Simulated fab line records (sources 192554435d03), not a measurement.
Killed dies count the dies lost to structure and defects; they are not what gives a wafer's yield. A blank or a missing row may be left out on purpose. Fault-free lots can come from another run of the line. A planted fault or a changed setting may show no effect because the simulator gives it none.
A lot that was struck, set against a sound lot -- flow n5_finfet -- 44 out of 1938 route steps
Sound: these wafers, L629.2, L629.3, L629.4. The struck wafers were L636.1, L636.4, L636.6. The cause is named last.
For every step that has rows: the tool of each side, followed by ch and its chambers, followed by its first start. Under that, the readings that differ: sound wafers -- struck wafers -- difference of the means -- sigmas: that difference in standard deviations of wafers without a fault.
alike: same words and numbers on both sides, and readings whose means sit less than 2 such deviations apart. not compared: any withheld reading, any reading some wafer has no value for, any bound like >300 that may hide the same value, and any number with overlapping values for which the record gives no deviation.
The two part at a step that has a row with sigmas, a row that says differs or no value, or rows on one side only. Numbers that don't overlap but have no deviation are shown without sigmas and don't part them. Lack of a reading on every wafer of one side parts them only where that side has two or more wafers.

N5_BEOL_M1_INSPECT_30: inspects for defects (brightfield).
  sound: defect_inspect-02 at day 6 07:31; struck: defect_inspect-02 at day 7 20:41
  alike: raw_defect_count
then, 10 steps without rows for these wafers: N5_BEOL_M1_DESCUM_33 (chemistry O2, time 7 s); N5_BEOL_M1_ETCH_77 (etches underlayer in N2/H2, target depth 6.5 nm, time 5.2 s); N5_BEOL_M1_ETCH_69 (etches SiARC in CF4, target depth 15.6 nm, time 26 s); N5_BEOL_M1_ALD_98 (deposits SiO2, target thk 2.5 nm, pulse time 1 s, co reactant pulse time 1 s); N5_BEOL_M1_ETCHBACK_99 (etches SiO2 in CHF3, target depth 5 nm, time 10.4 s); N5_BEOL_M1_ETCH_70 (etches SOC in N2/H2, target depth 80 nm, overetch 16 nm, time 120 s); N5_BEOL_M1_STRIP_71 (strips in N2/H2); N5_BEOL_M1_STRIP_78 (strips in N2/H2); N5_BEOL_M1_VIA_ETCH_34 (etches the open film in C4F6/O2, target depth 67.8 nm, time 64.4 s); N5_BEOL_M1_STRIP_83 (strips in C4F6/O2).
N5_BEOL_M1_STRIP_36: strips in N2/H2.
  sound on rie_diel-01 ch 0,1, day 6 09:06; struck on rie_diel-01 ch 1,2,3, day 7 21:44
  alike: drypump_motor_current_A, oes_product_au, power_w, rf_vpp_V, showerhead_plenum_p_Torr, throttle_valve_pct
  not compared: rf_hours_counter_h
N5_BEOL_M1_TRENCH_ETCH_37: etches SiOC in C4F6/O2, target depth 55.207 nm, time 29 s.
  sound on rie_diel-01 ch 0,1, day 6 09:08; struck on rie_diel-01 ch 1,2,3, day 7 21:46
reading,sound,struck,difference,sigmas
bias_w (W),184.7 184.7 184.4,168.6 168.3 167.9,-16.3,-27
rf_vpp_V (V),681 672 682,623 651 603,-53,-3
  alike: drypump_motor_current_A, oes_f_703_au, oes_product_au, showerhead_plenum_p_Torr, throttle_valve_pct
  not compared: rf_hours_counter_h
N5_BEOL_M1_ETCH_41: etches SiCN in CH3F/O2, target depth 31.9 nm, time 57.8 s.
  sound: rie_diel-01 ch 0,1; struck: rie_diel-01 ch 1,2,3
  alike: bias_w, drypump_motor_current_A, oes_product_au, rf_vpp_V, showerhead_plenum_p_Torr, throttle_valve_pct
  not compared: rf_hours_counter_h
then, 1 step without rows for these wafers: N5_BEOL_M1_STRIP_97 (strips in N2/H2, time 10 s).
N5_BEOL_M1_OCD_MEAS_38:
  sound: ocd-02 at day 6 09:18; struck: ocd-01 at day 7 21:55
  alike: trench_depth_nm
then, 4 steps without rows for these wafers: N5_BEOL_M1_HM_STRIP_39 (strips TiN in peroxide tin strip, target depth 25 nm, time 158 s); N5_BEOL_M1_SRD_40 (time 30 s); N5_BEOL_M1_PRECLEAN_42 (cleans in residue remover, time 60 s); N5_BEOL_M1_SRD_43 (time 30 s).
N5_BEOL_M1_CD_MEAS_35: target cd 18 nm, target cd y 21 nm.
  sound: cd_sem-02 at day 6 09:27; struck: cd_sem-01 at day 7 22:05
  alike: cd_nm
then, 10 steps without rows for these wafers: N5_BEOL_M1_DEGAS_44 (time 60 s); N5_BEOL_M1_PRE_CLEAN_45 (time 30 s); N5_BEOL_M1_ALD_84 (deposits TaN, pulse time 2 s, purge time 3 s, co reactant purge time 2 s); N5_BEOL_M1_SURFACE_TREAT_85; N5_BEOL_M1_CVD_47 (deposits Co from CCTBA/H2, target thk 3 nm, time 223.8 s); N5_BEOL_M1_SPUTTER_48 (material Cu, target thk 4.5 nm, time 8.29 s); N5_BEOL_M1_ANNEAL_49 (time 240 s); N5_BEOL_M1_SPUTTER_79 (material Cu, target thk 4.5 nm, time 8.29 s); N5_BEOL_M1_ANNEAL_80 (time 240 s); N5_BEOL_M1_SPUTTER_81 (material Cu, target thk 4.5 nm, time 8.29 s).
N5_BEOL_M1_ANNEAL_82: time 240 s.
  sound: pvd_sputter-02 at day 6 10:51; struck: pvd_sputter-01 at day 7 23:34
  alike: heater_power_w
then, 1 step without rows for these wafers: N5_BEOL_M1_SPUTTER_86 (material Cu, target thk 4.5 nm, time 8.29 s).
N5_BEOL_M1_ANNEAL_87: time 240 s.
  sound: pvd_sputter-02 at day 6 11:04; struck: pvd_sputter-01 at day 7 23:49
  alike: heater_power_w
then, 1 step without rows for these wafers: N5_BEOL_M1_SPUTTER_88 (material Cu, target thk 4.5 nm, time 8.29 s).
N5_BEOL_M1_ANNEAL_89: time 240 s.
  sound: pvd_sputter-02 at day 6 11:17; struck: pvd_sputter-01 at day 8 00:04
  alike: heater_power_w
then, 6 steps without rows for these wafers: N5_BEOL_M1_SPUTTER_90 (material Cu, target thk 4.5 nm, time 8.29 s); N5_BEOL_M1_ANNEAL_91 (time 240 s); N5_BEOL_M1_SPUTTER_92 (material Cu, target thk 4.5 nm, time 8.29 s); N5_BEOL_M1_ANNEAL_93 (time 240 s); N5_BEOL_M1_SPUTTER_94 (material Cu, target thk 4.5 nm, time 8.29 s); N5_BEOL_M1_ANNEAL_95 (time 240 s).
-- here the record skips 2 days between the struck wafers' starts before and after, leaving off in module BEOL_M1 and picking up in module BEOL_M4 (first step shown: number 1111 of the route) --
N5_BEOL_M4_RC_MEAS_101:
  sound on prober-01 ch 0, day 8 10:47; struck on prober-01 ch 0, day 10 03:18
reading,sound,struck,difference,sigmas
IOFF_P (nA/um),0.14 0.14 0.13,0.24 0.32 0.20,+0.12,+2
RS_NWELL (ohm/sq),1021 1026 1025,1718 1697 1711,+685,+90
SS_P (mV/dec),72.2 72.1 72.3,73.9 75.0 73.4,+1.9,+2
VT_P (mV),-258 -257 -260,-249 -242 -250,+11,+3
  alike: DIBL_N, DIBL_P, IOFF_N, ION_N, ION_P, SS_N, VT_N
-- record jumps: 5 days separate the struck wafers' starts on either side; left off in module BEOL_M4, taken up again in module PASSIVATION, whose first shown step is the route's number 1936 --
N5_PASSIVATION_PROBE_49:
  the record has rows for the struck wafers here (prober-01, day 14 21:31) and none for the sound ones

## WHERE THEY PART
Last at N5_PASSIVATION_PROBE_49 as far as this record goes, first at N5_BEOL_M1_TRENCH_ETCH_37.

WHY: what the simulator had put in
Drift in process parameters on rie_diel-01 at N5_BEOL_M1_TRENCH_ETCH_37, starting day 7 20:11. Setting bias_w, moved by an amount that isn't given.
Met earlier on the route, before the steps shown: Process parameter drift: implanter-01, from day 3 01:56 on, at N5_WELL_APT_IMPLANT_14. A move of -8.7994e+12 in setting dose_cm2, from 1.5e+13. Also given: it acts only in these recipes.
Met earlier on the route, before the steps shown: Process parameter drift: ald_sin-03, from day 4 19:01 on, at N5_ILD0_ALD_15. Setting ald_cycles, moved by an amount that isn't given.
